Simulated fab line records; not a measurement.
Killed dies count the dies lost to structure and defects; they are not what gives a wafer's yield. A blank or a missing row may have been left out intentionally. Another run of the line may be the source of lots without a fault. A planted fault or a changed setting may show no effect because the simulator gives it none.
A struck lot beside a sound one :: flow nand-harc :: 14 steps out of a route of 1159
Sound: wafers L393.2, L393.3, L393.4. The struck wafers were L386.3, L386.4, L386.5. The cause is named last.
For every step that has rows: the tool of each side, followed by ch and its chambers, followed by its first start. Under that, the readings that differ: sound wafers :: struck wafers :: difference of the means :: sigmas: that difference in standard deviations of wafers without a fault.
alike: same words and numbers on both sides, and readings whose means sit less than 2 such deviations apart. not compared: any withheld reading, any reading some wafer has no value for, any bound like >300 that may hide the same value, and any number with overlapping values for which the record gives no deviation.
A row with sigmas, a row that says differs or no value, or rows on one side alone: a step with any of these is where the two part. When numbers do not overlap yet have no deviation, they are printed without sigmas and do not part them. Lack of a reading on every wafer of one side parts them only where that side has two or more wafers.

NHARC_P_CONTACT_CD_MEAS_19:
  sound on cd-sem-02 at day 8 07:33; struck on cd-sem-01 at day 6 08:27
  alike: cd-nm
NHARC_P_CONTACT_STRIP_28: strips in O2.
  sound on rie-diel-07 ch 1,2,3, day 8 07:38; struck on rie-diel-11 ch 0,1,2, day 6 08:34
  alike: drypump-motor-current-A, oes-product-au, rf-vpp-V, showerhead-plenum-p-Torr, throttle-valve-pct
  not compared: rf-hours-counter-h
then, 3 steps without rows for these wafers: NHARC_P_CONTACT_STRIP_29 (strips in post etch residue remover, time 1200 s); NHARC_P_CONTACT_DEGAS_38 (time 60 s); NHARC_P_CONTACT_PRE_CLEAN_39 (time 19.5 s).
NHARC_P_CONTACT_PVD_32: deposits Ti, target thk 5 nm, time 17.7 s.
  sound on pvd-sputter-03; struck on pvd-sputter-03
  alike: substrate-temp-c, throttle-valve-pct
NHARC_P_CONTACT_ALD_22: deposits TiN, target thk 3 nm, pulse time 1 s, ald cycles 150.
  sound on ald-metal-02 ch 0,1,3, day 8 08:39; struck on ald-metal-02 ch 0,2,3, day 6 09:25
  alike: heater-power-w, precursor-pulse-height-rel
NHARC_P_CONTACT_CVD_23: deposits W, target thk 200 nm, time 557 s.
  sound: cvd-w-02 ch 0,1; struck: cvd-w-01 ch 0
  alike: heater-power-w, throttle-valve-pct
NHARC_P_CONTACT_CMP_24: polishes, t overpolish 30 s, target thk 200 nm.
  sound on cmp-03 ch 1,2,3, day 8 12:05; struck on cmp-03 ch 0,2,3, day 6 15:38
  alike: motor-current-A, overpolish-run-s, time-to-endpoint-s
following that, these wafers have no rows for 1 step: NHARC_P_CONTACT_SRD_26.
NHARC_P_CONTACT_INSPECT_27:
  sound on defect-inspect-01 at day 8 12:29; struck on defect-inspect-01 at day 6 15:59
  alike: raw-defect-count
NHARC_P_M0_DEP_00: deposits SiOC, target thk 150 nm.
  sound on pecvd-03 ch 0,1,2, day 8 12:35; struck on pecvd-01 ch 0,2, day 6 16:36
  alike: rf-fwd-power-W
then, 1 step without rows for these wafers: NHARC_P_M0_DEHYDRATE_01 (time 120 s).
-- record jumps: 13 days between struck wafers' starts before vs after; left off in module P_M0, resumes in module END, first step shown is number 1159 of the route --
NHARC_END_SORT_01:
  the record has rows for the struck wafers here (prober-01 ch 0, day 19 15:07) and none for the sound ones

== WHERE THEY PART ==
NHARC_END_SORT_01 only, going by this record.

WHY: what the simulator had put in
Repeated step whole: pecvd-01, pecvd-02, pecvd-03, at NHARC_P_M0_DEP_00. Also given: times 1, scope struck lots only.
